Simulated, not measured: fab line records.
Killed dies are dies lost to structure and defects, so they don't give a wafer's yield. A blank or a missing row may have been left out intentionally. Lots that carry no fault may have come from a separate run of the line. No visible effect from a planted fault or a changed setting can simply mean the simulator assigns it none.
Chamber matching || flow nand harc || NHARC_P_M2_DEP_33 on pecvd-04 has 3 sister chambers
The step deposits SiCN, target thk 30 nm. 6 wafers are shown with their chamber, then 11 later ones without.

== WAFERS WITH THEIR CHAMBER ==
{"wafer": "L081.1", "chamber": 1, "heater power w (W)": 654}
{"wafer": "L083.1", "chamber": 2, "heater power w (W)": 558}
{"wafer": "L086.1", "chamber": 1, "heater power w (W)": 591}
{"wafer": "L086.2", "chamber": 0, "heater power w (W)": 597}
{"wafer": "L086.5", "chamber": 0, "heater power w (W)": 603}
{"wafer": "L087.2", "chamber": 2, "heater power w (W)": 538}

== WAFERS WITHOUT THEIR CHAMBER ==
{"wafer": "L087.5", "heater power w (W)": 607}
{"wafer": "L087.6", "heater power w (W)": 548}
{"wafer": "L091.1", "heater power w (W)": 593}
{"wafer": "L091.2", "heater power w (W)": 726}
{"wafer": "L091.3", "heater power w (W)": 509}
{"wafer": "L096.1", "heater power w (W)": 701}
{"wafer": "L096.4", "heater power w (W)": 698}
{"wafer": "L096.6", "heater power w (W)": 554}
{"wafer": "L097.3", "heater power w (W)": 545}
{"wafer": "L097.4", "heater power w (W)": 547}
{"wafer": "L097.6", "heater power w (W)": 587}

== WHICH CHAMBER EACH WENT THROUGH ==
{"wafer": "L087.5", "from the rows above": "can't be placed: 0 or 1 or 2", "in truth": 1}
{"wafer": "L087.6", "from the rows above": "can't be placed: 2 or 0", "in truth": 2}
{"wafer": "L091.1", "from the rows above": "can't be placed: 0 or 1 or 2", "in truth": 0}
{"wafer": "L091.2", "from the rows above": "can't be placed: 1 or 0", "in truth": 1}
{"wafer": "L091.3", "from the rows above": "can't be placed: 2 or 0", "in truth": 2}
{"wafer": "L096.1", "from the rows above": "can't be placed: 1 or 0", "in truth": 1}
{"wafer": "L096.4", "from the rows above": "can't be placed: 1 or 0", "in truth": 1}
{"wafer": "L096.6", "from the rows above": "can't be placed: 2 or 0", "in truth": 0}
{"wafer": "L097.3", "from the rows above": "can't be placed: 2 or 0", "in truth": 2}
{"wafer": "L097.4", "from the rows above": "can't be placed: 2 or 0", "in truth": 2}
{"wafer": "L097.6", "from the rows above": "can't be placed: 0 or 1 or 2", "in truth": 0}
Placed correctly: 0 of 11. Unplaceable from these rows: 11, with the true chamber sitting among the candidates in 11. Placed wrongly: 0.
How it was worked out, from the rows above alone: a wafer's distance from a chamber is the root of the sum, over the readings, of the square of ((its reading less the chamber's mean) divided by the reading's scatter). If the next closest chamber is less than 2 further off than the closest, the wafer can't be placed; otherwise it belongs to the closest. The mean given for a chamber averages the wafers shown for that chamber. The scatter: the root of (the sum of the squares of (reading less its chamber's mean) over the shown wafers, divided by (wafers less chambers)).
